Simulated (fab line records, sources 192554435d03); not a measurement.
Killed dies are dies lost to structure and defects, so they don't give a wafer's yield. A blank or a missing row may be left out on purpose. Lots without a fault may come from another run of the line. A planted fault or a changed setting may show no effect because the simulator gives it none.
Split-lot experiment | flow n5_finfet | 7 lots, 21 wafers read, on a route of 1938 steps

THE SPLIT
At N5_BEOL_M0_SAQP_ETCH_106 (etches SOC in N2/H2, stops on SiNx, target depth 150 nm), the setting target_depth_a was moved away from the recipe's 1500 angstrom on 4 of the 21 wafers read, by -11.6% to +8.8%. The other wafers ran this setting at the recipe's value.

The reading is taken at the split's own step.

THE READING
SOC_of_BEOL_M0_SAQP_COAT_105.thk_nm (the simulator's own value, which no gauge read), in nm, at N5_BEOL_M0_SAQP_ETCH_106 (etches SOC in N2/H2, stops on SiNx, target depth 150 nm). The file gives no usual value for it. The 17 wafers here that ran the recipe average 24.3 nm, standard deviation 1.8 nm.

wafer  | tool, chamber at the split | target_depth_a as run, angstrom | against the recipe | SOC_of_BEOL_M0_SAQP_COAT_105.thk_nm, nm | against lot-mates on the recipe
L077.2 | rie_diel-06, 2             | 1500                            | recipe             | 25                                      | -
L077.4 | rie_diel-06, 1             | 1500                            | recipe             | 24.6                                    | -
L077.6 | rie_diel-06, 0             | 1326                            | -11.6%             | 36                                      | +11.2
L084.2 | rie_diel-01, 1             | 1500                            | recipe             | 25.8                                    | -
L084.3 | rie_diel-01, 2             | 1500                            | recipe             | 21.2                                    | -
L084.5 | rie_diel-01, 0             | 1500                            | recipe             | 22                                      | -
L089.1 | rie_diel-03, 1             | 1427                            | -4.9%              | 29.8                                    | +3.5
L089.4 | rie_diel-03, 2             | 1500                            | recipe             | 25.8                                    | -
L089.6 | rie_diel-03, 1             | 1500                            | recipe             | 26.8                                    | -
L090.4 | rie_diel-06, 3             | 1500                            | recipe             | 23.8                                    | -
L090.5 | rie_diel-06, 0             | 1632                            | +8.8%              | 19.4                                    | -5.1
L090.6 | rie_diel-06, 1             | 1500                            | recipe             | 25.2                                    | -
L093.1 | rie_diel-03, 3             | 1500                            | recipe             | 24.6                                    | -
L093.3 | rie_diel-03, 1             | 1500                            | recipe             | 26.6                                    | -
L093.6 | rie_diel-03, 3             | 1500                            | recipe             | 23.8                                    | -
L092.1 | rie_diel-01, 0             | 1500                            | recipe             | 21.4                                    | -
L092.3 | rie_diel-01, 1             | 1500                            | recipe             | 25                                      | -
L092.4 | rie_diel-01, 2             | 1500                            | recipe             | 21.2                                    | -
L096.2 | rie_diel-06, 0             | 1500                            | recipe             | 26.2                                    | -
L096.3 | rie_diel-06, 2             | 1500                            | recipe             | 24.8                                    | -
L096.6 | rie_diel-06, 2             | 1400                            | -6.7%              | 28.8                                    | +3.3

THE FIT
A straight line over all 21 wafers: SOC_of_BEOL_M0_SAQP_COAT_105.thk_nm changes by -0.827 nm for each +1% of target_depth_a; r = -0.86; the points scatter about the line by 1.9 nm.
The same after taking each lot's own level away (the mean of its wafers on the recipe; 21 wafers): -0.758 nm for each +1%; r = -0.89; scatter 1.4 nm.
On that fit, the largest move of target_depth_a shifts the reading by 8.8 nm.
The lots' own levels span 22.53 to 26.30 nm, that is 2.1 times the standard deviation above.
So the lot-to-lot level changes the slope little: the two slopes agree.
Check: with one of the wafers moved furthest among these (-11.6%) left out of the fit, the line predicts +6.69 nm for it against its lot-mates. It came out at +11.2 nm against them.

OTHER SPLITS ON THESE WAFERS
These wafers also went through other splits before the reading. Each is held against what the fit with the lots' levels taken away leaves over:
other split on the same wafers            | wafers away from the commonest value | r with SOC_of_BEOL_M0_SAQP_COAT_105.thk_nm (lot level and that fit taken away)
N5_SDB_COAT_05 spin_rpm                   | 5                                    | +0.17
N5_HKMG_FIN_COAT_66 spin_rpm              | 8                                    | +0.13
N5_MOL_CONTACT_COAG_CVD_140 target_thk_a  | 9                                    | +0.01
N5_BEOL_M0_SAQP_SPACER1_ALD_98 ald_cycles | 6                                    | +0.25

THE FILE'S OWN FIT
SOC_of_BEOL_M0_SAQP_COAT_105.thk_nm changes by -0.763 nm for each +1% of target_depth_a, r = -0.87.
